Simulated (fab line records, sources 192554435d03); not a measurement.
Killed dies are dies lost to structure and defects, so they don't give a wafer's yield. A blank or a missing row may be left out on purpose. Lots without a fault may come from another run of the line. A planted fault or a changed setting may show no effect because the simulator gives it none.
Problem report in the 8D (eight disciplines) form, filled by code | flow n5_finfet | the parts of the form that need people (team, actions taken, sign-off) are left out

1. THE PROBLEM
plate_temp_C at N5_BEOL_M0_SAQP_COAT_87 reads a mean of 212.96 C on 6 wafers of 2 lots; wafers without a fault read 205.00 C with a standard deviation of 0.15. That is +53 standard deviations from the usual mean.
The step: time 60 s, resist thk 5 nm.
First seen on wafer L610.2, day 6 11:35, on litho_track-03. The record holds 29 wafers of 10 lots with a number at this step. Rule for "out", or "out of limits": more than 4 standard deviations from the usual mean. The other wafers with a number count as sound.

2. WHAT IT IS AND WHAT IT IS NOT
question                    | is                                 | is not
which readings at this step | plate_temp_C, heater_power_total_W | -
which lots                  | L610, L612                         | L607, L611, L621, L622, L623, L628, L629, L630
which wafers of those lots  | all that have a number             | -
read on which tools         | litho_track-03                     | litho_track-02
when                        | from day 6 11:35                   | up to then (2 sound wafers); but 21 sound wafers of L611, L621, L622, L623, L628, L629, L630 came after

3. SUSPECTS, AND WHAT RULES EACH OUT
Counting: a tool at a process step up to the reading stays a suspect if it ran every lot that is out and no sound lot after the first of them.
- ald_sin-03 at N5_BEOL_M0_SAQP_SPACER2_ALD_26 (deposits SiO2, target thk 15 nm, pulse time 1 s, purge time 2 s): ruled out as a lasting fault. Sound lots L611, L630 ran on it after its first lot that is out, L610 (day 6 10:47).
- litho_track-03 at N5_BEOL_M0_SAQP_COAT_87 (time 60 s, resist thk 5 nm): ruled out as a lasting fault. Sound lots L622, L629, L630 ran on it after its first lot that is out, L610 (day 6 11:35).
Left after counting: nothing in the record.

4. THE CAUSE (what the simulator had put in)
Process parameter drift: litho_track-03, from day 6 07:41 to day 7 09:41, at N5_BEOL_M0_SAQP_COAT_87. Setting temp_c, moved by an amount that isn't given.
Counting ruled it out, wrongly.

5. THE CHAIN OF EFFECTS, in route order
Each row: a reading whose mean over the struck wafers that have a number lies more than 3 standard deviations from the usual. Only readings for which the record gives a usual standard deviation are gone through. hours: the time from each lot's start at the first step in this table that gives one to its start at this step, as a median over the lots. sigmas: the change in usual standard deviations.
hours | step                    | reading              | usual    | on struck wafers | change | sigmas
0     | N5_BEOL_M0_SAQP_COAT_87 | heater_power_total_W | 391.6 W  | 409.9            | +18.3  | +14
0     | N5_BEOL_M0_SAQP_COAT_87 | plate_temp_C         | 205.00 C | 212.96           | +7.96  | +53
The process steps in it:
- N5_BEOL_M0_SAQP_COAT_87: time 60 s, resist thk 5 nm.
Later measuring or inspecting steps at which every struck wafer that the step has a row for has a number for every such reading, and none has moved that far: N5_BEOL_M0_SAQP_OVL_MEAS_41, N5_BEOL_M4_RC_MEAS_101.

6. WHAT WOULD HAVE CAUGHT IT SOONER
In this record the first reading out of limits was taken at day 6 11:35, 4 hours after the fault began at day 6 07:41.
